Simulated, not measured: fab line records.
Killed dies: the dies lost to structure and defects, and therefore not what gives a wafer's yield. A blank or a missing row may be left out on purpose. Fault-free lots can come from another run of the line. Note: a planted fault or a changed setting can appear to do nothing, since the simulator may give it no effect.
Which tool is to blame? / flow n5-finfet / 12 lots with 36 wafers sampled at 3 steps, on a route of 1938 steps

== WHAT THE GAUGES SHOWED, per wafer ==
N5_BEOL_M4_CD_MEAS_28: target cd 26.2 nm, target cd y 24.1 nm.
lot=L074; measured=day 10 07:59; on=cd-sem-02; cd-nm (nm)=25.92 26.17 26.07
lot=L077; measured=day 10 16:34; on=cd-sem-03; cd-nm (nm)=26.29 26.22 26.15
lot=L079; measured=day 10 18:10; on=cd-sem-01; cd-nm (nm)=26.34 25.90 26.25
lot=L080; measured=day 11 07:41; on=cd-sem-01; cd-nm (nm)=26.47 26.51 26.53
lot=L082; measured=day 11 11:59; on=cd-sem-02; cd-nm (nm)=26.69 26.66 26.75
lot=L084; measured=day 12 04:26; on=cd-sem-03; cd-nm (nm)=25.50 26.23 26.12
lot=L087; measured=day 13 12:53; on=cd-sem-02; cd-nm (nm)=25.76 26.45 26.31
lot=L089; measured=day 13 13:53; on=cd-sem-01; cd-nm (nm)=26.46 26.52 26.37
lot=L091; measured=day 13 23:16; on=cd-sem-01; cd-nm (nm)=26.70 26.63 26.18
lot=L093; measured=day 14 05:38; on=cd-sem-03; cd-nm (nm)=26.48 26.46 26.55
lot=L095; measured=day 14 22:08; on=cd-sem-03; cd-nm (nm)=26.05 25.94 25.94
lot=L097; measured=day 15 19:08; on=cd-sem-02; cd-nm (nm)=25.99 26.36 26.18

== EACH LOT AND THE TOOL THAT RAN IT (in order: tool; ch and the chambers of the sampled wafers; start) ==
lot=L074; N5_BEOL_M3_ANNEAL_51=rtp-anneal-01 ch 0, day 10 04:04; N5_BEOL_M3_CO_CAP_55=cvd-co-02 ch 0,1,2, day 10 04:39
lot=L077; N5_BEOL_M3_ANNEAL_51=rtp-anneal-02 ch 0, day 10 12:07; N5_BEOL_M3_CO_CAP_55=cvd-co-02 ch 0,1,2, day 10 12:44
lot=L079; N5_BEOL_M3_ANNEAL_51=rtp-anneal-02 ch 0, day 10 14:41; N5_BEOL_M3_CO_CAP_55=cvd-co-02 ch 0,1, day 10 15:28
lot=L080; N5_BEOL_M3_ANNEAL_51=rtp-anneal-01 ch 0, day 11 04:53; N5_BEOL_M3_CO_CAP_55=cvd-co-02 ch 0, day 11 05:31
lot=L082; N5_BEOL_M3_ANNEAL_51=rtp-anneal-01 ch 0, day 11 06:40; N5_BEOL_M3_CO_CAP_55=cvd-co-01 ch 0,1,2, day 11 07:20
lot=L084; N5_BEOL_M3_ANNEAL_51=rtp-anneal-01 ch 0, day 12 01:28; N5_BEOL_M3_CO_CAP_55=cvd-co-02 ch 0,1,2, day 12 02:08
lot=L087; N5_BEOL_M3_ANNEAL_51=rtp-anneal-02 ch 0, day 13 06:38; N5_BEOL_M3_CO_CAP_55=cvd-co-02 ch 0,1,2, day 13 07:19
lot=L089; N5_BEOL_M3_ANNEAL_51=rtp-anneal-02 ch 0, day 13 09:56; N5_BEOL_M3_CO_CAP_55=cvd-co-01 ch 0,1,2, day 13 10:37
lot=L091; N5_BEOL_M3_ANNEAL_51=rtp-anneal-02 ch 0, day 13 19:32; N5_BEOL_M3_CO_CAP_55=cvd-co-01 ch 1,2, day 13 20:07
lot=L093; N5_BEOL_M3_ANNEAL_51=rtp-anneal-01 ch 0, day 14 01:46; N5_BEOL_M3_CO_CAP_55=cvd-co-01 ch 0,1, day 14 02:26
lot=L095; N5_BEOL_M3_ANNEAL_51=rtp-anneal-02 ch 0, day 14 18:03; N5_BEOL_M3_CO_CAP_55=cvd-co-01 ch 0,1, day 14 18:46
lot=L097; N5_BEOL_M3_ANNEAL_51=rtp-anneal-02 ch 0, day 15 14:38; N5_BEOL_M3_CO_CAP_55=cvd-co-02 ch 0,2, day 15 15:17
- N5_BEOL_M3_ANNEAL_51: time 90 s.
- N5_BEOL_M3_CO_CAP_55: material Co, precursor CCTBA/H2, target thk 2 nm, time 102.1 s.

== THE ANSWER, worked out from the rows above alone ==
Rule: usual is defined by the lots themselves. The widest of any qualifying gaps counts: lots, ordered by their means at a reading, are off when they make up no more than a third of the lots, leave a main group of 4 or more, and stand apart from it by 3 or more times the standard deviation of that group's means. The tables above print the reading to a certain number of digits; a main group whose means all agree to those digits is not used. Also off: a lot with no number at a reading for which 4 or more lots have one. Any other lot the step has rows for is counted as sound.
None of the lots is off at any reading shown; this tells nothing.

== WHAT WAS PUT IN BY THE SIMULATOR ==
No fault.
